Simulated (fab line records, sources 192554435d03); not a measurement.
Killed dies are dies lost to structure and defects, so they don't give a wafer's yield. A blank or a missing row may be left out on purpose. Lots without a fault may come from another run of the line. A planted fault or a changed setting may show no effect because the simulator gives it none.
fab line records | flow n5_finfet
record lots=6 wafers=18 last_day=16
route steps=1938 shown BEOL_M1@806 BEOL_M2@841 PASSIVATION@1936
lots that met no fault: from a run of the same line without faults
start_h: hours from the record's first day to the start of the lot's first wafer shown | wait_h: hours since the lot's step before | " the same as in the row above | L1.1+2: a row that stands for several wafers | - no value, or no start given | * or withheld: withheld | < > ~ a bound
route shown NAME@n: a module of which the file shows steps, and the number in the route of the first | usual: mean/standard deviation of fault-free wafers | same: alike in all rows | chamber/n: place in a boat | sites: the reading at each site | _std_site: their standard deviation | _edge_site: outer sites' mean less inner sites' | radius_mm: how far each site lies from the wafer's centre | mask NAME#n: copy n | behind: the tool/chamber that last shaped the wafer | hold: why the lot was held/for how many hours/how that ended | device: the transistor (n, p or np) that didn't switch | end of line: the same wafers' tests at the end of the route | a step without rows: its recipe alone | killed: dies lost to structure and defects at the first sort, not the wafer's yield | map: a wafer's dies, x killed, . not, _ none there
set.NAME: the setting as run; set.NAME@STEP: as run at that earlier step | model.NAME: the simulator's own value behind a step, which no gauge read
lots at some steps of the route; a table a step, a row a wafer
services: from which hour (start_h, from the record's first day; less than 0 if before it) a tool's chamber was out of use, for how many hours, and why
## steps
# step N5_BEOL_M1_PRECLEAN_42
# recipe chemistry=residue_remover time_s=60 temp_c=40
# step N5_BEOL_M1_SRD_43
# recipe time_s=30 temp_c=23 rinse_liquid=diw dry=ipa_marangoni
# step N5_BEOL_M1_CD_MEAS_35
# recipe target_cd_nm=18 target_cd_y_nm=21 polarity=opening
# usual cd_nm=18.1/0.46
# columns lot.wafer tool chamber start_h wait_h cd_nm
L425.1 cd_sem-02 - 131.60 0.0 17.7
L425.2 " - " " 18.4
L425.4 " - " " 18.4
L426.1 cd_sem-01 - 134.33 0.0 18.7
L426.3 " - " " 18.8
L426.4 " - " " 18.2
L430.2 cd_sem-01 - 154.84 0.0 18.3
L430.3 " - " " 18.2
L430.5 " - " " 18.0
L434.2 cd_sem-02 - 182.14 0.0 17.6
L434.4 " - " " 18.7
L434.5 " - " " 18.3
L442.1 cd_sem-01 - 223.96 0.0 18.2
L442.2 " - " " 17.8
L442.5 " - " " 17.3
L443.1 cd_sem-01 - 250.50 0.0 18.4
L443.3 " - " " 18.2
L443.5 " - " " 18.7
# step N5_BEOL_M1_DEGAS_44
# recipe ambient=vacuum temp_c=250 time_s=60
# step N5_BEOL_M1_PRE_CLEAN_45
# recipe gas=H2/He time_s=30 temp_c=250
# step N5_BEOL_M1_ALD_84
# recipe material=TaN target_thk_a=* temp_c=275 ald_precursor_family=PDMAT ald_co_reactant=NH3 pressure_torr=3 carrier_flow_sccm=1500 pulse_time_s=2 purge_time_s=3 co_reactant_purge_time_s=2 co_reactant_pulse_time_s=3 ald_cycles=30 precursor_vessel_temp_c=75 precursor_vessel_pressure_torr=26.25 precursor_vessel_carrier_sccm=1000
# step N5_BEOL_M1_SURFACE_TREAT_85
# recipe gas=Ar time_s=* ion_energy_ev=* ion_current_ma_cm2=0.5 pressure_mtorr=* ar_flow_sccm=30
# step N5_BEOL_M1_CVD_47
# recipe material=Co target_thk_a=30 temp_c=withheld precursor=CCTBA/H2 pressure_torr=30 time_s=223.8
# step N5_BEOL_M1_SPUTTER_48
# recipe material=Cu target_thk_a=45 temp_c=-20 chamber_pressure_pa=0.07 power_w=withheld time_s=8.29
# step N5_BEOL_M1_ANNEAL_49
# recipe temp_c=400 time_s=240 ambient=vacuum
# step N5_BEOL_M1_SPUTTER_79
# recipe material=Cu target_thk_a=45 temp_c=-20 chamber_pressure_pa=0.07 power_w=withheld time_s=8.29
# step N5_BEOL_M1_ANNEAL_80
# recipe temp_c=400 time_s=240 ambient=vacuum
# usual heater_power_w=817/94
# columns lot.wafer tool chamber start_h wait_h heater_power_w
L425.1 pvd_sputter-01 - 133.65 0.0 760
L425.2 " - " " 598
L425.4 " - " " 828
L426.1 pvd_sputter-03 - 135.91 0.0 877
L426.3 " - " " 881
L426.4 " - " " 781
L430.2 pvd_sputter-03 - 155.84 0.0 853
L430.3 " - " " 866
L430.5 " - " " 864
L434.2 pvd_sputter-02 - 183.63 0.0 838
L434.4 " - " " 929
L434.5 " - " " 950
L442.1 pvd_sputter-02 - 225.37 0.0 928
L442.2 " - " " 829
L442.5 " - " " 924
L443.1 pvd_sputter-02 - 254.16 0.0 939
L443.3 " - " " 851
L443.5 " - " " 912
# step N5_BEOL_M1_SPUTTER_81
# recipe material=Cu target_thk_a=45 temp_c=-20 chamber_pressure_pa=0.07 power_w=withheld time_s=8.29
# usual throttle_valve_pct=29.9/1.3
# columns lot.wafer tool chamber start_h wait_h throttle_valve_pct
L425.1 pvd_sputter-01 - 133.79 0.1 29.0
L425.2 " - " " 30.7
L425.4 " - " " 28.3
L426.1 pvd_sputter-03 - 136.05 0.1 31.4
L426.3 " - " " 31.6
L426.4 " - " " 31.6
L430.2 pvd_sputter-03 - 155.98 0.1 31.1
L430.3 " - " " 31.4
L430.5 " - " " 30.9
L434.2 pvd_sputter-02 - 183.77 0.1 31.1
L434.4 " - " " 29.1
L434.5 " - " " 30.5
L442.1 pvd_sputter-02 - 225.51 0.1 29.2
L442.2 " - " " 30.6
L442.5 " - " " 29.2
L443.1 pvd_sputter-02 - 254.30 0.1 30.1
L443.3 " - " " 30.6
L443.5 " - " " 28.9
# step N5_BEOL_M1_ANNEAL_82
# recipe temp_c=400 time_s=240 ambient=vacuum
# usual heater_power_w=818/95
# columns lot.wafer tool chamber start_h wait_h heater_power_w
L425.1 pvd_sputter-01 - 133.87 0.0 769
L425.2 " - " " 590
L425.4 " - " " 810
L426.1 pvd_sputter-03 - 136.13 0.0 853
L426.3 " - " " 873
L426.4 " - " " 781
L430.2 pvd_sputter-03 - 156.06 0.0 868
L430.3 " - " " 859
L430.5 " - " " 870
L434.2 pvd_sputter-02 - 183.85 0.0 849
L434.4 " - " " 926
L434.5 " - " " 918
L442.1 pvd_sputter-02 - 225.59 0.0 931
L442.2 " - " " 820
L442.5 " - " " 909
L443.1 pvd_sputter-02 - 254.38 0.0 947
L443.3 " - " " 841
L443.5 " - " " 930
# step N5_BEOL_M1_SPUTTER_86
# recipe material=Cu target_thk_a=45 temp_c=-20 chamber_pressure_pa=0.07 power_w=withheld time_s=8.29
# usual throttle_valve_pct=29.9/1.3
# columns lot.wafer tool chamber start_h wait_h throttle_valve_pct
L425.1 pvd_sputter-01 - 134.01 0.1 29.0
L425.2 " - " " 30.6
L425.4 " - " " 28.7
L426.1 pvd_sputter-03 - 136.27 0.1 31.0
L426.3 " - " " 31.3
L426.4 " - " " 31.6
L430.2 pvd_sputter-03 - 156.20 0.1 31.2
L430.3 " - " " 31.3
L430.5 " - " " 31.0
L434.2 pvd_sputter-02 - 183.99 0.1 30.9
L434.4 " - " " 28.8
L434.5 " - " " 30.1
L442.1 pvd_sputter-02 - 225.73 0.1 28.9
L442.2 " - " " 30.6
L442.5 " - " " 29.5
L443.1 pvd_sputter-02 - 254.52 0.1 30.2
L443.3 " - " " 30.8
L443.5 " - " " 29.3
# step N5_BEOL_M1_ANNEAL_87
# recipe temp_c=400 time_s=240 ambient=vacuum
# step N5_BEOL_M1_SPUTTER_88
# recipe material=Cu target_thk_a=45 temp_c=-20 chamber_pressure_pa=0.07 power_w=withheld time_s=8.29
# step N5_BEOL_M1_ANNEAL_89
# recipe temp_c=400 time_s=240 ambient=vacuum
# step N5_BEOL_M1_SPUTTER_90
# recipe material=Cu target_thk_a=45 temp_c=-20 chamber_pressure_pa=0.07 power_w=withheld time_s=8.29
# step N5_BEOL_M1_ANNEAL_91
# recipe temp_c=400 time_s=240 ambient=vacuum
# step N5_BEOL_M1_SPUTTER_92
# recipe material=Cu target_thk_a=45 temp_c=-20 chamber_pressure_pa=0.07 power_w=withheld time_s=8.29
# step N5_BEOL_M1_ANNEAL_93
# recipe temp_c=400 time_s=240 ambient=vacuum
# step N5_BEOL_M1_SPUTTER_94
# recipe material=Cu target_thk_a=45 temp_c=-20 chamber_pressure_pa=0.07 power_w=withheld time_s=8.29
# step N5_BEOL_M1_ANNEAL_95
# recipe temp_c=400 time_s=240 ambient=vacuum
# step N5_BEOL_M1_SPUTTER_96
# recipe material=Cu target_thk_a=45 temp_c=-20 chamber_pressure_pa=0.07 power_w=withheld time_s=8.29
# step N5_BEOL_M1_ECD_50
# recipe material=Cu target_thk_a=3000
# step N5_BEOL_M1_ANNEAL_51
# recipe temp_c=225 time_s=90 ambient=N2
# step N5_BEOL_M1_CMP_52
# recipe stop_on=SiOC t_overpolish_s=6.8 down_force_psi=1 platen_rpm=50 clearing_platen_down_force_psi=1.5 clearing_platen_rpm=50 post_cmp_clean=cu_alkaline target_thk_nm=40 clearing_platen_pad_velocity_m_s=0.99484 pad_velocity_m_s=0.99484
# step N5_BEOL_M1_PRE_CLEAN_60
# recipe gas=NH3/H2 time_s=15 temp_c=* rf_power_w=300
# step N5_BEOL_M1_CO_CAP_55
# recipe material=Co target_thk_a=20 temp_c=200 precursor=CCTBA/H2 pressure_torr=30 time_s=102.1
# step N5_BEOL_M1_PRE_CLEAN_56
# recipe gas=NH3 time_s=15 temp_c=withheld rf_power_w=300
# step N5_BEOL_M1_DEP_57
# recipe material=SiCN target_thk_a=80 temp_c=withheld precursor=3MS/NH3 pressure_torr=3 rf_w=202 time_s=14
# step N5_BEOL_M1_RS_MEAS_58
# recipe thk_meas_gauge=four-point-probe reads=Co_of_BEOL_M1_CO_CAP_55+Cu_of_BEOL_M1_ECD_50+Co_of_BEOL_M1_CVD_47+TaN_of_BEOL_M1_ALD_84
# usual M1_RS=0.67/0.04
# columns lot.wafer tool chamber start_h wait_h M1_RS[ohm/sq]
L425.1 film_metro-02 - 136.21 0.0 0.67
L425.2 " - " " 0.67
L425.4 " - " " 0.62
L426.1 film_metro-01 - 138.49 0.0 0.66
L426.3 " - " " 0.70
L426.4 " - " " 0.61
L430.2 film_metro-02 - 158.35 0.1 0.70
L430.3 " - " " 0.65
L430.5 " - " " 0.60
L434.2 film_metro-02 - 186.14 0.1 0.69
L434.4 " - " " 0.66
L434.5 " - " " 0.67
L442.1 film_metro-01 - 228.52 0.0 0.62
L442.2 " - " " 0.66
L442.5 " - " " 0.65
L443.1 film_metro-01 - 256.89 0.0 0.65
L443.3 " - " " 0.64
L443.5 " - " " 0.63
# step N5_BEOL_M2_ILD_DEP_00
# recipe material=SiOC target_thk_a=790 temp_c=350 precursor=DEMS/O2 pressure_torr=5 rf_w=500 time_s=15.3
# usual heater_power_outer_w=276/45 heater_power_w=520/68 showerhead_plenum_p_Torr=5.700/0.014 throttle_valve_pct=12.1/0.6
# columns lot.wafer tool chamber start_h wait_h heater_power_outer_w heater_power_w showerhead_plenum_p_Torr since_wet_clean_h throttle_valve_pct
L425.1 pecvd-04 2 136.27 0.0 261 511 5.699 449 12.0
L425.2 " 1 " " 315 553 5.684 1928 12.6
L425.4 " 2 " " 271 521 5.692 - 12.0
L426.1 pecvd-03 0 138.55 0.0 254 501 5.698 661 12.3
L426.3 " 2 " " 277 529 5.704 2111 11.3
L426.4 " 1 " " 244 468 5.677 - 11.5
L430.2 pecvd-04 1 158.42 0.0 311 571 5.681 1950 12.7
L430.3 " 2 " " 262 514 5.700 471 11.9
L430.5 " 2 " " 263 524 5.702 - 11.8
L434.2 pecvd-04 2 186.20 0.0 227 459 5.702 499 12.1
L434.4 " 0 " " 290 544 5.709 - 13.0
L434.5 " 1 " " 353 611 5.695 - 12.3
L442.1 pecvd-03 0 228.58 0.0 207 421 5.692 751 12.1
L442.2 " 1 " " 267 490 5.690 1476 11.8
L442.5 " 0 " " 220 432 5.719 - 12.2
L443.1 pecvd-04 0 256.95 0.0 227 439 5.707 1323 12.7
L443.3 " 0 " " 229 446 5.705 - 12.9
L443.5 " 0 " " 233 471 5.720 - 12.9
# step N5_BEOL_M2_THK_MEAS_01
# recipe reads=SiOC_of_BEOL_M2_ILD_DEP_00
# usual M2_ILD_THK=79.1/1.1
# columns lot.wafer tool chamber start_h wait_h M2_ILD_THK[nm]
L425.1 film_metro-01 - 136.34 0.0 79.2
L425.2 " - " " 80.0
L425.4 " - " " 80.7
L426.1 film_metro-02 - 138.62 0.0 79.3
L426.3 " - " " 79.0
L426.4 " - " " 78.1
L430.2 film_metro-02 - 158.48 0.1 80.0
L430.3 " - " " 78.5
L430.5 " - " " 79.6
L434.2 film_metro-01 - 186.27 0.1 78.9
L434.4 " - " " 80.5
L434.5 " - " " 81.1
L442.1 film_metro-01 - 228.66 0.1 78.9
L442.2 " - " " 78.4
L442.5 " - " " 81.2
L443.1 film_metro-02 - 257.03 0.1 77.2
L443.3 " - " " 79.4
L443.5 " - " " 78.4
# step N5_BEOL_M2_PECVD_72
# recipe material=SiO2 target_thk_a=160 temp_c=400 precursor=TEOS/O2 pressure_torr=5.5 rf_w=450 teos_flow_sccm=53.8 gas=O2 flow_sccm=3000 time_s=18
# step N5_BEOL_M2_HM_DEP_02
# recipe material=TiN target_thk_a=200 temp_c=25 chamber_pressure_pa=0.49996
# usual throttle_valve_pct=30.0/1.5
# columns lot.wafer tool chamber start_h wait_h throttle_valve_pct
L425.1 pvd_sputter-03 - 137.63 1.2 31.1
L425.2 " - " " 31.4
L425.4 " - " " 31.5
L426.1 pvd_sputter-03 - 138.81 0.1 31.1
L426.3 " - " " 31.3
L426.4 " - " " 31.4
L430.2 pvd_sputter-01 - 159.66 1.1 28.4
L430.3 " - " " 26.9
L430.5 " - " " 28.9
L434.2 pvd_sputter-01 - 186.84 0.5 29.0
L434.4 " - " " 30.6
L434.5 " - " " 28.9
L442.1 pvd_sputter-01 - 230.60 1.9 27.3
L442.2 " - " " 31.0
L442.5 " - " " 27.2
L443.1 pvd_sputter-03 - 258.14 1.1 31.5
L443.3 " - " " 31.6
L443.5 " - " " 31.1
# step N5_BEOL_M2_COAT_61
# recipe resist=SOC temp_c=250 time_s=60 spin_rpm=1500 resist_thk_nm=60
# step N5_BEOL_M2_COAT_62
# recipe resist=SiARC temp_c=220 time_s=60 spin_rpm=1500 resist_thk_nm=12
# step N5_BEOL_M2_COAT_73
# recipe resist=underlayer temp_c=205 time_s=60 spin_rpm=1500 resist_thk_nm=5
# step N5_PASSIVATION_PROBE_49
# usual defect_limited_yield=91.2/1.6 killed_at_M0_to_M3=34/11 killed_at_M4_up=13/5.2 killed_at_contacts=13/6.3 killed_at_front_end=40/14 killed_at_other=3.2/2.4 killed_dies=104/19 killed_open=69/14 killed_short=32/7.5 sort_bin_5_function=5.3/1.1 sort_bin_6_memory=3.2/0.73 sort_bin_8_speed=0.01/0.038 sort_n_pass=1076/19 sort_yield_pct=91.2/1.6
# same gross_dies=1180 killed_at_back_side=0 sort_bin_4_leakage[%]=0
# columns lot.wafer tool chamber start_h wait_h defect_limited_yield[%] killed_at_M0_to_M3 killed_at_M4_up killed_at_contacts killed_at_front_end killed_at_other killed_dies killed_open killed_short sort_bin_5_function[%] sort_bin_6_memory[%] sort_bin_8_speed[%] sort_n_pass sort_yield_pct[%]
L425.1 prober-02 - 262.69 0.0 93.7 25 13 12 23 1 74 44 27 4.2 1.9 0 1106 93.7
L425.2 prober-02 - 262.74 0.1 93.3 26 14 7 27 5 79 50 28 4.5 1.9 0 1101 93.3
L425.4 prober-02 - 262.84 0.2 93.9 22 11 11 28 0 72 44 27 3.9 2.0 0 1108 93.9
L426.1 prober-02 - 277.15 0.0 89.1 28 8 11 80 2 129 85 41 6.3 4.2 0.08 1051 89.1
L426.3 prober-02 - 277.25 0.1 88.9 25 13 18 66 9 131 81 42 7.3 3.3 0 1049 88.9
L426.4 prober-02 - 277.30 0.2 91.8 12 12 14 59 0 97 69 27 5.0 3.1 0 1083 91.8
L430.2 prober-02 - 292.68 0.1 92.1 29 6 9 47 2 93 72 20 4.4 3.1 0 1087 92.1
L430.3 prober-02 - 292.73 0.1 94.0 20 15 2 32 2 71 49 21 3.5 2.4 0 1109 94.0
L430.5 prober-02 - 292.83 0.2 89.3 27 7 9 79 4 126 73 51 7.6 2.5 0 1054 89.3
L434.2 prober-02 - 319.90 0.1 91.2 47 11 16 27 3 104 71 33 5.8 2.9 0 1076 91.2
L434.4 prober-02 - 320.00 0.2 90.9 39 17 13 35 3 107 82 23 5.6 3.3 0 1073 90.9
L434.5 prober-02 - 320.05 0.2 91.4 30 19 18 31 4 102 71 27 4.9 3.4 0 1078 91.4
L442.1 prober-01 - 369.36 0.0 80.8 165 15 10 33 4 227 53 26 10.9 4.1 0 953 80.8
L442.2 prober-01 - 369.41 0.1 80.2 158 6 17 52 1 234 84 42 12.3 4.3 0 946 80.2
L442.5 prober-01 - 369.56 0.2 78.9 183 14 10 34 8 249 61 28 13.7 3.8 0 931 78.9
L443.1 prober-01 - 393.34 0.0 79.3 183 4 35 19 3 244 68 25 15.4 2.5 0 936 79.3
L443.3 prober-01 - 393.44 0.1 82.3 160 10 18 20 1 209 58 13 11.7 2.7 0 971 82.3
L443.5 prober-01 - 393.54 0.2 80.2 165 16 12 33 8 234 70 27 12.4 4.2 0 946 80.2
# killed by level:class
L425.1 FIN_SAQP:geometric_particle:short=7 MOL_CONTACT_COAG:geometric_particle:open=7 BEOL_M0_SAQP:geometric_particle:open=6 BEOL_M0_SAQP:geometric_particle:short=6 MOL_CONTACT_COAG:geometric_particle:short=4 BEOL_M3:geometric_particle:open=4 FIN_SAQP:geometric_particle:open=3 BEOL_M4:geometric_particle:short=3
L425.2 BEOL_M0_SAQP:geometric_particle:short=10 MOL_CONTACT_COAG:geometric_particle:open=6 BEOL_M2:geometric_particle:open=6 BEOL_M0_SAQP:geometric_particle:open=6 BEOL_M4:geometric_particle:open=6 STARTING-WAFER:geometric_particle:short=5 GATE_CUT:geometric_particle:open=4 FIN_SAQP:geometric_particle:open=3
L425.4 MOL_CONTACT_COAG:geometric_particle:open=8 FIN_SAQP:geometric_particle:open=7 STARTING-WAFER:geometric_particle:short=7 FIN_SAQP:geometric_particle:short=6 BEOL_M3:geometric_particle:open=6 BEOL_M0_SAQP:geometric_particle:open=5 MOL_CONTACT_COAG:geometric_particle:short=3 BEOL_M2:geometric_particle:open=3
L426.1 STI_FIN_REVEAL:geometric_particle:open=17 FIN_SAQP:geometric_particle:short=14 FIN_SAQP:geometric_particle:open=12 DUMMY_GATE:geometric_particle:open=11 BEOL_M3:geometric_particle:open=9 MOL_CONTACT_COAG:geometric_particle:open=9 GATE_CUT:geometric_particle:short=7 BEOL_M1:geometric_particle:open=7
L426.3 STI_FIN_REVEAL:geometric_particle:open=22 MOL_CONTACT_COAG:geometric_particle:open=11 BEOL_M0_SAQP:geometric_particle:short=8 PASSIVATION:area_etch=8 FIN_SAQP:geometric_particle:open=7 STI_FIN_REVEAL:geometric_particle:short=7 MOL_CONTACT_COAG:geometric_particle:short=7 BEOL_M4:geometric_particle:open=7
L426.4 STI_FIN_REVEAL:geometric_particle:open=24 MOL_CONTACT_COAG:geometric_particle:open=11 FIN_SAQP:geometric_particle:short=10 FIN_SAQP:geometric_particle:open=7 BEOL_M0_SAQP:geometric_particle:short=5 BEOL_M4:geometric_particle:open=5 STARTING-WAFER:geometric_particle:short=5 GATE_CUT:geometric_particle:open=3
L430.2 FIN_SAQP:geometric_particle:open=13 STI_FIN_REVEAL:geometric_particle:open=10 BEOL_M1:geometric_particle:open=10 BEOL_M3:geometric_particle:open=9 MOL_CONTACT_COAG:geometric_particle:open=8 FIN_SAQP:geometric_particle:short=6 BEOL_M0_SAQP:geometric_particle:open=5 STARTING-WAFER:geometric_particle:open=5
L430.3 FIN_SAQP:geometric_particle:short=7 BEOL_M1:geometric_particle:open=7 FIN_SAQP:geometric_particle:open=5 BEOL_M5:geometric_particle:open=5 STI_FIN_REVEAL:geometric_particle:open=4 BEOL_M3:geometric_particle:open=4 BEOL_M4:geometric_particle:open=4 GATE_CUT:geometric_particle:short=3
L430.5 FIN_SAQP:geometric_particle:open=21 FIN_SAQP:geometric_particle:short=18 ILD0:geometric_particle:short=9 BEOL_M0_SAQP:geometric_particle:open=8 DUMMY_GATE:geometric_particle:open=7 MOL_CONTACT_COAG:geometric_particle:open=7 BEOL_M0_SAQP:geometric_particle:short=7 ILD0:geometric_particle:open=6
L434.2 BEOL_M2:geometric_particle:open=12 MOL_CONTACT_COAG:geometric_particle:open=11 BEOL_M3:geometric_particle:open=8 BEOL_M4:geometric_particle:open=6 DUMMY_GATE:geometric_particle:open=6 BEOL_M0:geometric_particle:open=6 FIN_SAQP:geometric_particle:open=5 MOL_CONTACT_COAG:geometric_particle:short=5
L434.4 BEOL_M2:geometric_particle:open=16 FIN_SAQP:geometric_particle:open=10 MOL_CONTACT_COAG:geometric_particle:open=10 STI_FIN_REVEAL:geometric_particle:open=7 DUMMY_GATE:geometric_particle:open=5 BEOL_M0_SAQP:geometric_particle:open=5 BEOL_M3:geometric_particle:open=5 BEOL_M4:geometric_particle:open=5
L434.5 MOL_CONTACT_COAG:geometric_particle:open=16 BEOL_M2:geometric_particle:open=7 BEOL_M1:geometric_particle:open=6 DUMMY_GATE:geometric_particle:open=6 BEOL_M4:geometric_particle:open=6 FIN_SAQP:geometric_particle:open=5 FIN_SAQP:geometric_particle:short=5 BEOL_M3:geometric_particle:open=5
L442.1 BEOL_M1:unspecified=147 MOL_CONTACT_COAG:geometric_particle:open=10 FIN_SAQP:geometric_particle:short=8 BEOL_M0_SAQP:geometric_particle:open=7 BEOL_M4:geometric_particle:open=7 FIN_SAQP:geometric_particle:open=5 STI_FIN_REVEAL:geometric_particle:open=4 DUMMY_GATE:geometric_particle:short=4
L442.2 BEOL_M1:unspecified=107 MOL_CONTACT_COAG:geometric_particle:open=12 BEOL_M2:geometric_particle:open=12 FIN_SAQP:geometric_particle:open=9 BEOL_M0_SAQP:geometric_particle:open=9 FIN_SAQP:geometric_particle:short=8 STI_FIN_REVEAL:geometric_particle:open=8 BEOL_M0_SAQP:geometric_particle:short=8
L442.5 BEOL_M1:unspecified=158 FIN_SAQP:geometric_particle:open=7 DUMMY_GATE:geometric_particle:open=7 MOL_CONTACT_COAG:geometric_particle:open=7 BEOL_M4:geometric_particle:open=7 FIN_SAQP:geometric_particle:short=4 STI_FIN_REVEAL:geometric_particle:open=4 BEOL_M3:geometric_particle:open=4
L443.1 BEOL_M1:unspecified=151 MOL_CONTACT_COAG:geometric_particle:open=28 BEOL_M2:geometric_particle:open=10 MOL_CONTACT_COAG:geometric_particle:short=7 STI_FIN_REVEAL:geometric_particle:open=6 BEOL_M0_SAQP:geometric_particle:short=5 BEOL_M3:geometric_particle:open=5 BEOL_M0:geometric_particle:open=4
L443.3 BEOL_M1:unspecified=136 MOL_CONTACT_COAG:geometric_particle:open=17 BEOL_M3:geometric_particle:open=7 BEOL_M1:geometric_particle:open=6 BEOL_M0:geometric_particle:open=4 STARTING-WAFER:geometric_particle:open=4 STI_FIN_REVEAL:geometric_particle:open=3 GATE_CUT:geometric_particle:short=3
L443.5 BEOL_M1:unspecified=137 MOL_CONTACT_COAG:geometric_particle:open=11 STI_FIN_REVEAL:geometric_particle:open=10 GATE_CUT:geometric_particle:short=7 BEOL_M3:geometric_particle:open=6 BEOL_M0:geometric_particle:open=5 BEOL_M0_SAQP:geometric_particle:short=5 BEOL_M5:geometric_particle:open=5
# map L442.5 (x killed, . not)
_________________......x.....________________
______________..............xx.x_____________
___________.x..x.......x..xxx.xx.x.__________
__________x..x.........x.xxxxxx.xx.._________
________.............x.x.xxxxxxxxxxx.._______
_______.......x......x.xxxxxxxxxxxxxx..______
______......x.........xxxxxxxxxxxxxxxx.x_____
_____...........x......xxxxxxxxxxxxxxx..x____
____....................xxxxxxxxxxxxxxx...___
___..x.......x.......x.xxxxxxxxxxxxx.x.....__
___....x....x...x......xxxxxxxxxxxxxx......__
__....................xxxxxxxxxxxxxxxx......_
__x.........x...........x.xxxxxxxxxx.x......_
_.x.....x.x...x........x..xxxxxx..x..x.......
_x.......................x....xxxxx.xx.......
_.....x................x...x.................
_.............xx....x.......xx............xx.
_........x...............x....x..............
_........x..x.x.....x...................x....
_.......x.......x...x....................xx..
_........x.....x.....x...........x...........
__..............x.........x................._
__...............x.....x................x..._
___....................................x...__
___.............x............x.............__
____...............x..........x........x..___
_____.......................x..x..x......____
______x.........x...x..x..........x....._____
_______.......x.........x......x....x..______
________......x........x.............._______
__________.x..........x...x......xx._________
___________........xx..............__________
______________.................._____________
_________________..........x.________________
# map L443.1 (x killed, . not)
_________________............________________
______________.................x_____________
___________.x....x............x....__________
__________.........x................_________
________.......xx..x...........x......_______
_______..x...xx........................______
______x...xxxxxx..x.......x....x......x._____
_____xxxxxxxxxxx.x......x.........x......____
____.xxxxxxxxxxx.x........x.....xxx.......___
___.xxxxxxxxxxxxxxx.........x....x.....x...__
___.xxxxxxxxxxxxx.xx..............x...x....__
__xx.xxxxxxxxxxxxx.x...........x...........x_
__.xxxxxxxxxxxxxxxx.......x................._
_...xxxxxxxxxxxxxxxx.............x.......x...
_....xxxxxxxxxxxxx......x..............xx....
_...xxxxxxxxxxxxx.x................xx........
_.x..xx.xx.xx.xxx.x..............x......x....
_.....x..x.xxx.........x.x.....x..xx.........
_.........x...x.......x......................
_..x.x..x...x.x.....x..x.x...................
_.x.......................................xx.
__.................x...x.....x......x...x..._
__...........x.............................._
___......x......x..........................__
___......x....x.......................x....__
____x.........xx........x.................___
_____.....x.....x................x.......____
______........x........................._____
_______................x..x..x.........______
________................xx..x.......x._______
__________.........................._________
___________.....x...xx.x...........__________
______________.....x............_____________
_________________.x..x..x....________________
## services
# columns tool chamber start_h hours kind
pecvd-03 0 147.79 2.1 scheduled_down
pecvd-03 2 149.92 5.5 scheduled_down
pecvd-03 2 158.56 2.1 scheduled_down
pecvd-03 - 161.84 1.6 repair
pecvd-03 2 202.38 - clean
pecvd-03 2 202.38 - consumable_replace:showerhead
pecvd-03 2 202.38 29.0 scheduled_down
pecvd-03 2 202.38 29.0 vent_cycle
pecvd-03 0 235.93 5.5 scheduled_down
pecvd-04 2 249.13 - clean
pecvd-04 2 249.13 29.5 scheduled_down
pecvd-04 2 249.13 29.5 vent_cycle
## key
first_sign step=N5_PASSIVATION_PROBE_49 reading=killed_at_M0_to_M3 direction=up sigmas=12 usual=34 struck=169
effect step=N5_PASSIVATION_PROBE_49 reading=defect_limited_yield direction=down sigmas=6.8 usual=91.2 struck=80.3
more_kills_born_at N5_BEOL_M1_SPUTTER_81@pvd_sputter-02=836
met_at N5_BEOL_M1_SPUTTER_81
struck_wafers L442.1,L442.2,L442.5,L443.1,L443.3,L443.5
onset_between 183.77 225.51
also_fits time
fault kind=chamber_particle_source tool=pvd_sputter-02 chamber=- onset_h=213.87 steps=N5_BEOL_M1_SPUTTER_81 rate_per_visit_cm2=1.5952 end_h=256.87
